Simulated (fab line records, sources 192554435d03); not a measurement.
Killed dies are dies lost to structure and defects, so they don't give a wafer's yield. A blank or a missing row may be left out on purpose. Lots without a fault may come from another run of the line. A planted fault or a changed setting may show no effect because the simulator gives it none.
Chamber matching | flow n5_finfet | N5_BEOL_M7_ILD_DEP_00 on pecvd-02: 3 sister chambers
The step deposits SiCOH lowk from DEMS/porogen, target thk 179.75 nm, time 33.4 s. 3 wafers are shown with their chamber, then 9 later ones without.

WAFERS WITH THEIR CHAMBER
wafer  | chamber | heater_power_w (W)
L089.2 | 2       | 339
L089.3 | 1       | 403
L089.6 | 0       | 305

WAFERS WITHOUT THEIR CHAMBER
wafer  | heater_power_w (W)
L093.1 | 410
L093.5 | 335
L093.6 | 310
L094.2 | 328
L094.3 | 323
L094.5 | 347
L097.1 | 410
L097.4 | 406
L097.5 | 346

WHICH CHAMBER EACH WENT THROUGH
wafer  | from the rows above     | in truth
L093.1 | 1                       | 1
L093.5 | 2                       | 2
L093.6 | 0                       | 0
L094.2 | can't be placed: 2 or 0 | 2
L094.3 | can't be placed: 2 or 0 | 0
L094.5 | 2                       | 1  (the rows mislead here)
L097.1 | 1                       | 1
L097.4 | 1                       | 1
L097.5 | 2                       | 2
Placed correctly: 6 of 9. Can't be placed from these rows: 2 (the true chamber is among the candidates in 2). Placed wrongly: 1.
How it was worked out, from the rows above alone: a wafer's distance from a chamber is the root of the sum, over the readings, of the square of ((its reading less the chamber's mean) divided by the reading's scatter). The wafer belongs to the nearest chamber; if the next one is less than 2 further off, it can't be placed. A chamber's mean is the mean of its shown wafers. The scatter: with one shown wafer a chamber, the root of the mean of the squares of how far each hidden wafer lies from its nearest shown one.
